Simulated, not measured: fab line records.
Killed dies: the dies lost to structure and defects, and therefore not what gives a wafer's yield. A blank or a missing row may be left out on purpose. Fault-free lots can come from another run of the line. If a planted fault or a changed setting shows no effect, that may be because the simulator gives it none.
A single fault, viewed from 2 desks    flow n5-finfet    every desk sees just its own numbers, and what lay behind them comes last

== THE METROLOGY DESK ==
What the gauges read, lot by lot, whatever tool the lot ran on: means of the sampled wafers that have a number. The brackets show how far a lot's mean lies from the usual mean; more than 4 standard deviations puts the lot out of limits, marked OUT.
Columns: A = cd-nm at N5_BEOL_M8_CD_MEAS_18, usual 40.3 nm
lot   first seen here  A
L792  day 9 11:10      40.2
L801  day 11 14:37     40.3
L804  day 12 12:31     40.0
L805  day 12 22:53     40.1
L807  day 13 07:55     40.2
L808  day 13 08:17     41.5
L810  day 13 19:00     40.2
L809  day 13 23:40     39.7
L812  day 14 02:38     39.4
L813  day 14 18:59     40.7
L814  day 15 06:30     40.3
Finding of this desk: none of the 11 lots has anything out of limits.

== DESK OF THE TOOL OWNER: ald-metal-03 ==
The tool's own readings at N5_BEOL_M8_ALD_77 (deposits TaN, target thk 2 nm, pulse time 2 s, purge time 3 s): means of the sampled wafers that have a number, for each lot that ran on this tool. The brackets show how far a lot's mean lies from the usual mean; more than 4 standard deviations puts the lot out of limits, marked OUT.
Columns: A = heater-power-w at N5_BEOL_M8_ALD_77, usual 408 W
lot   first seen here  A
L801  day 11 16:44     409
This desk's finding: nothing out of limits on the one lot.

== ALL TOGETHER ==
At the metrology desk, nothing out of limits was observed.
The desk of the tool owner found nothing out of limits.

== WHAT THE SIMULATOR HAD INSERTED ==
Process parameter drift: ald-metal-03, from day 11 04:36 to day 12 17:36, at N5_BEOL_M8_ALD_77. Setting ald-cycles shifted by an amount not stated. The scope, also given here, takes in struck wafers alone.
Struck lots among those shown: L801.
